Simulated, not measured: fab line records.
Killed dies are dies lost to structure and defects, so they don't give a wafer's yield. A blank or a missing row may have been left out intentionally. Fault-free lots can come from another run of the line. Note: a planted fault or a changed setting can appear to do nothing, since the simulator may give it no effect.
What tool caused it? / flow n5-finfet / 8 lots, 24 wafers sampled, at 4 steps of a route of 1938

WHAT THE GAUGES SHOWED, per wafer
N5_BEOL_M13_THK_MEAS_01.
lot=L954; measured=day 12 00:08; on=film-metro-02; M13_ILD_THK (nm)=827 819 852
lot=L957; measured=day 12 07:56; on=film-metro-01; M13_ILD_THK (nm)=815 812 831
lot=L960; measured=day 13 14:38; on=film-metro-02; M13_ILD_THK (nm)=1274 840 1298
lot=L962; measured=day 13 23:50; on=film-metro-02; M13_ILD_THK (nm)=1283 841 838
lot=L971; measured=day 15 17:39; on=film-metro-02; M13_ILD_THK (nm)=825 841 840
lot=L973; measured=day 16 14:31; on=film-metro-02; M13_ILD_THK (nm)=845 855 842
lot=L974; measured=day 16 16:03; on=film-metro-02; M13_ILD_THK (nm)=853 860 847
lot=L976; measured=day 17 23:42; on=film-metro-01; M13_ILD_THK (nm)=826 846 854

WHAT TOOL EACH LOT RAN ON (gives the tool, then ch and the chambers of the sampled wafers, and finally the start)
lot=L954; N5_BEOL_M12_SPUTTER_44=pvd-sputter-03, day 11 22:50; N5_BEOL_M12_CMP_49=cmp-03 ch 2,3, day 11 23:30; N5_BEOL_M13_ILD_DEP_00=pecvd-04 ch 1,2, day 11 23:59
lot=L957; N5_BEOL_M12_SPUTTER_44=pvd-sputter-03, day 12 06:40; N5_BEOL_M12_CMP_49=cmp-03 ch 0,2, day 12 07:19; N5_BEOL_M13_ILD_DEP_00=pecvd-04 ch 1,2, day 12 07:47
lot=L960; N5_BEOL_M12_SPUTTER_44=pvd-sputter-01, day 13 10:25; N5_BEOL_M12_CMP_49=cmp-04 ch 0,1, day 13 14:01; N5_BEOL_M13_ILD_DEP_00=pecvd-04 ch 1,2, day 13 14:29
lot=L962; N5_BEOL_M12_SPUTTER_44=pvd-sputter-03, day 13 22:33; N5_BEOL_M12_CMP_49=cmp-03 ch 0,2, day 13 23:14; N5_BEOL_M13_ILD_DEP_00=pecvd-04 ch 0,1,2, day 13 23:41
lot=L971; N5_BEOL_M12_SPUTTER_44=pvd-sputter-02, day 15 16:22; N5_BEOL_M12_CMP_49=cmp-03 ch 0,1,3, day 15 17:01; N5_BEOL_M13_ILD_DEP_00=pecvd-01 ch 0,1, day 15 17:30
lot=L973; N5_BEOL_M12_SPUTTER_44=pvd-sputter-02, day 16 13:15; N5_BEOL_M12_CMP_49=cmp-04 ch 0,2, day 16 13:55; N5_BEOL_M13_ILD_DEP_00=pecvd-04 ch 0,1,2, day 16 14:22
lot=L974; N5_BEOL_M12_SPUTTER_44=pvd-sputter-02, day 16 14:07; N5_BEOL_M12_CMP_49=cmp-04 ch 1,2, day 16 15:27; N5_BEOL_M13_ILD_DEP_00=pecvd-04 ch 0,1,2, day 16 15:58
lot=L976; N5_BEOL_M12_SPUTTER_44=pvd-sputter-03, day 17 22:13; N5_BEOL_M12_CMP_49=cmp-03 ch 1,2, day 17 23:04; N5_BEOL_M13_ILD_DEP_00=pecvd-01 ch 0,1,2, day 17 23:33
- N5_BEOL_M12_SPUTTER_44: material Ta, target thk 10 nm, time 16.13 s.
- N5_BEOL_M12_CMP_49: polishes, stops on SiOC, t overpolish 20.6 s, target thk 320 nm.
- N5_BEOL_M13_ILD_DEP_00: deposits SiOC from DEMS/O2, target thk 837.92 nm, time 166.4 s.

THE ANSWER, worked out from the rows above alone
Rule: what is usual is taken from the lots themselves. Put in order of their means at a reading, lots are off if they are a third of the lots or fewer, leave a main group of 4 or more, and stand apart from it by a gap of 3 or more times the standard deviation of the main group's means; of several such gaps the widest counts. Not used: any main group whose means are identical at the precision the tables above print for the reading. A lot without any number at a reading at which 4 lots or more have one is off too. Where the step has rows for the other lots, those lots are counted as sound.
Off: L960, L962, seen at N5_BEOL_M13_THK_MEAS_01 (M13_ILD_THK). The main group has a mean of 838 nm with a standard deviation of 11.
If a tool, at a process step before that reading, ran all the lots that are off and no sound lot after the first of them, it fits. Those tools and the gauges at N5_BEOL_M13_THK_MEAS_01 are tried in the same way. No candidate that was tried fits.

WHAT WAS PUT IN BY THE SIMULATOR
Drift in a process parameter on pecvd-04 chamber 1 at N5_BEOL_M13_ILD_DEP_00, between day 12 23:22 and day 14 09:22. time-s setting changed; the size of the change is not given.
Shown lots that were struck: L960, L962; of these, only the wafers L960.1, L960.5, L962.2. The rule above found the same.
